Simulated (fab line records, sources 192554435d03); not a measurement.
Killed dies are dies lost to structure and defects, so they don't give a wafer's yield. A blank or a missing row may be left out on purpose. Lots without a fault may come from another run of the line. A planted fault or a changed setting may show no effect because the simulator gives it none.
Which tool did it? | flow n5_finfet | 10 lots, 30 wafers sampled, at 4 steps of a route of 1938

WHAT THE GAUGES READ, wafer by wafer
N5_BEOL_M15_INSPECT_12: inspects for defects (macro).
lot  | measured     | on                | raw_defect_count
L360 | day 13 10:31 | defect_inspect-01 | 2 4 3
L363 | day 13 17:02 | defect_inspect-01 | 4 5 6
L364 | day 14 02:14 | defect_inspect-02 | 1 1 2
L369 | day 15 08:14 | defect_inspect-01 | 0 290 >300
L376 | day 17 02:30 | defect_inspect-02 | 2 1 1
L374 | day 17 03:35 | defect_inspect-01 | 0 1 4
L378 | day 17 20:05 | defect_inspect-02 | 3 1 3
L381 | day 18 00:39 | defect_inspect-01 | 1 2 2
L380 | day 18 05:53 | defect_inspect-02 | 3 2 4
L382 | day 18 08:35 | defect_inspect-01 | 1 1 3

WHICH TOOL RAN EACH LOT (tool, then ch and the chambers of the sampled wafers, then the start)
lot  | N5_BEOL_M14_PRE_CLEAN_42     | N5_BEOL_M14_SPUTTER_45       | N5_BEOL_M15_ILD_DEP_00
L360 | pvd_sputter-02, day 13 08:31 | pvd_sputter-02, day 13 08:43 | pecvd-03 ch 1,2, day 13 09:55
L363 | pvd_sputter-03, day 13 15:01 | pvd_sputter-03, day 13 15:13 | pecvd-03 ch 1,2, day 13 16:19
L364 | pvd_sputter-03, day 14 00:17 | pvd_sputter-03, day 14 00:29 | pecvd-03 ch 0,1, day 14 01:38
L369 | pvd_sputter-01, day 15 06:12 | pvd_sputter-01, day 15 06:24 | pecvd-03 ch 0,2, day 15 07:29
L376 | pvd_sputter-03, day 17 00:34 | pvd_sputter-03, day 17 00:46 | pecvd-02 ch 0,1,2, day 17 01:53
L374 | pvd_sputter-03, day 17 01:32 | pvd_sputter-03, day 17 01:44 | pecvd-02 ch 0,1,2, day 17 02:51
L378 | pvd_sputter-03, day 17 17:41 | pvd_sputter-03, day 17 17:53 | pecvd-01 ch 1,2, day 17 19:20
L381 | pvd_sputter-02, day 17 22:45 | pvd_sputter-02, day 17 22:57 | pecvd-03 ch 1,2, day 18 00:02
L380 | pvd_sputter-03, day 18 03:51 | pvd_sputter-03, day 18 04:03 | pecvd-02 ch 0,1,2, day 18 05:08
L382 | pvd_sputter-01, day 18 06:33 | pvd_sputter-01, day 18 06:45 | pecvd-03 ch 0,1,2, day 18 07:50
- N5_BEOL_M14_PRE_CLEAN_42: time 30 s.
- N5_BEOL_M14_SPUTTER_45: material Cu, target thk 100 nm, time 16.67 s.
- N5_BEOL_M15_ILD_DEP_00: deposits SiO2 from TEOS/O2, target thk 1629.3 nm, time 346.1 s.

WHAT THE TOOLS THEMSELVES READ (means of the sampled wafers that have a number; where no wafer has one, the mark that the record gives instead)
N5_BEOL_M14_PRE_CLEAN_42.
lot  | tool           | heater_power_w (W)
L360 | pvd_sputter-02 | 434
L363 | pvd_sputter-03 | 447
L364 | pvd_sputter-03 | 433
L369 | pvd_sputter-01 | 442
L376 | pvd_sputter-03 | 440
L374 | pvd_sputter-03 | 434
L378 | pvd_sputter-03 | 453
L381 | pvd_sputter-02 | 422
L380 | pvd_sputter-03 | 444
L382 | pvd_sputter-01 | 425

N5_BEOL_M14_SPUTTER_45.
lot  | tool           | throttle_valve_pct (%)
L360 | pvd_sputter-02 | 28.8
L363 | pvd_sputter-03 | 29.1
L364 | pvd_sputter-03 | 29.9
L369 | pvd_sputter-01 | 30.4
L376 | pvd_sputter-03 | 29.7
L374 | pvd_sputter-03 | 29.8
L378 | pvd_sputter-03 | 28.7
L381 | pvd_sputter-02 | 30.4
L380 | pvd_sputter-03 | 29.4
L382 | pvd_sputter-01 | 31.7

N5_BEOL_M15_ILD_DEP_00.
lot  | tool     | heater_power_w (W) | showerhead_plenum_p_Torr (Torr) | showerhead_vpp_V (V) | throttle_valve_pct (%)
L360 | pecvd-03 | 502                | 8.35                            | 1958                 | 19.5
L363 | pecvd-03 | 493                | 8.35                            | 1967                 | 19.5
L364 | pecvd-03 | 478                | 8.36                            | 1956                 | 20.6
L369 | pecvd-03 | 574                | 8.36                            | 1883                 | 19.9
L376 | pecvd-02 | 542                | 8.33                            | 1836                 | 19.5
L374 | pecvd-02 | 545                | 8.32                            | 1848                 | 19.5
L378 | pecvd-01 | 473                | 8.37                            | 1911                 | 17.3
L381 | pecvd-03 | 494                | 8.35                            | 1930                 | 18.8
L380 | pecvd-02 | 503                | 8.31                            | 1830                 | 19.4
L382 | pecvd-03 | 529                | 8.36                            | 1919                 | 19.8

THE ANSWER, worked out from the rows above alone
Rule: what is usual is taken from the lots themselves. Put in order of their means at a reading, lots are off if they are a third of the lots or fewer, leave a main group of 4 or more, and stand apart from it by a gap of 3 or more times the standard deviation of the main group's means; of several such gaps the widest counts. A main group whose means are all the same, to the digits that the tables above print for the reading, isn't used. A lot without any number at a reading at which 4 lots or more have one is off too. The other lots that the step has rows for count as sound. The gauges are gone through in route order, then the tools' own readings, and for those a lot's mean is taken as printed above. The first step at which some lot is off is used, and at that step the reading that is off furthest; a lot without a number counts as furthest.
Off: L369, at N5_BEOL_M15_INSPECT_12 (raw_defect_count). The main group: mean 2.3, standard deviation 1.1.
A tool fits if, at a process step before that reading, it ran every lot that is off, and no sound lot after the first of them. The gauges at N5_BEOL_M15_INSPECT_12 are tried like those tools. None of those tried fits.

WHAT THE SIMULATOR HAD PUT IN
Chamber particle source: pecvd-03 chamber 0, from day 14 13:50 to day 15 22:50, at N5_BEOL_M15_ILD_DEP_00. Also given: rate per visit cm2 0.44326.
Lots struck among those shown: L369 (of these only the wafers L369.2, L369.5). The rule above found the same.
